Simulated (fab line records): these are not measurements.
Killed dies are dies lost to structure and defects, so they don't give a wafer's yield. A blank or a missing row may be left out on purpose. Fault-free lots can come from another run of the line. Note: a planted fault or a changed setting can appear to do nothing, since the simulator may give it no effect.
Chamber matching	flow n5 finfet	N5_BEOL_M5_CURE_80 on uv cure-02: 3 sister chambers
The step cures SiCOH lowk, time 120 s. 20 wafers are shown with their chamber, then 10 later ones without.

WAFERS WITH THEIR CHAMBER
wafer	chamber	wafer_temp_C_max	lamp power pct (%)
L074.2	1	372.4	52.39
L074.3	1	372.6	52.27
L074.5	1	372.5	52.37
L078.1	2	372.4	52.36
L078.2	2	371.9	52.37
L078.4	2	371.8	52.28
L080.1	2	371.9	52.36
L080.2	2	370.9	52.38
L080.6	2	371.3	52.30
L081.1	1	372.0	52.29
L081.4	1	373.0	52.35
L081.6	1	372.1	52.25
L079.1	1	372.1	52.30
L079.3	1	371.6	52.38
L079.6	1	371.7	52.36
L082.2	2	371.6	52.35
L082.4	2	371.7	52.30
L082.5	2	371.7	52.27
L086.1	0	370.9	52.38
L086.3	0	371.3	52.28

SIGNATURES (means of the wafers above)
reading	chamber 0	chamber 1	chamber 2	scatter within a chamber
wafer_temp_C_max	371.100	372.222	371.689	0.425
lamp power pct	52.3300	52.3289	52.3300	0.0489
Rule: a wafer lies at a distance from a chamber equal to the root of the sum of squares, over the readings, of (its reading less the chamber's mean, divided by the reading's scatter). The wafer belongs to the nearest chamber; if the next one is less than 2 further off, it can't be placed. The scatter: the root of (the sum of the squares of (reading less its chamber's mean) over the shown wafers, divided by (wafers less chambers)).

WAFERS MISSING THEIR CHAMBER
wafer	wafer_temp_C_max	lamp power pct (%)
L086.5	371.1	52.30
L087.3	372.2	52.32
L087.4	372.0	52.33
L087.6	371.5	52.32
L090.1	371.5	52.25
L090.2	371.3	52.34
L090.4	371.6	52.38
L092.1	372.0	52.32
L092.3	371.6	52.36
L092.4	371.9	52.30

WHICH CHAMBER EACH ONE RAN IN
wafer	from the rows above	in truth
L086.5	can't be placed: 0 or 2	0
L087.3	can't be placed: 1 or 2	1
L087.4	can't be placed: 1 or 2 or 0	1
L087.6	can't be placed: 2 or 0 or 1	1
L090.1	can't be placed: 2 or 0 or 1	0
L090.2	can't be placed: 0 or 2 or 1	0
L090.4	can't be placed: 2 or 0 or 1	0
L092.1	can't be placed: 1 or 2 or 0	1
L092.3	can't be placed: 2 or 0 or 1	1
L092.4	can't be placed: 2 or 1 or 0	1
Correctly placed: 0 of 10. Not placeable from these rows: 10 (in 10, the candidates include the true chamber). Placed wrongly: 0.
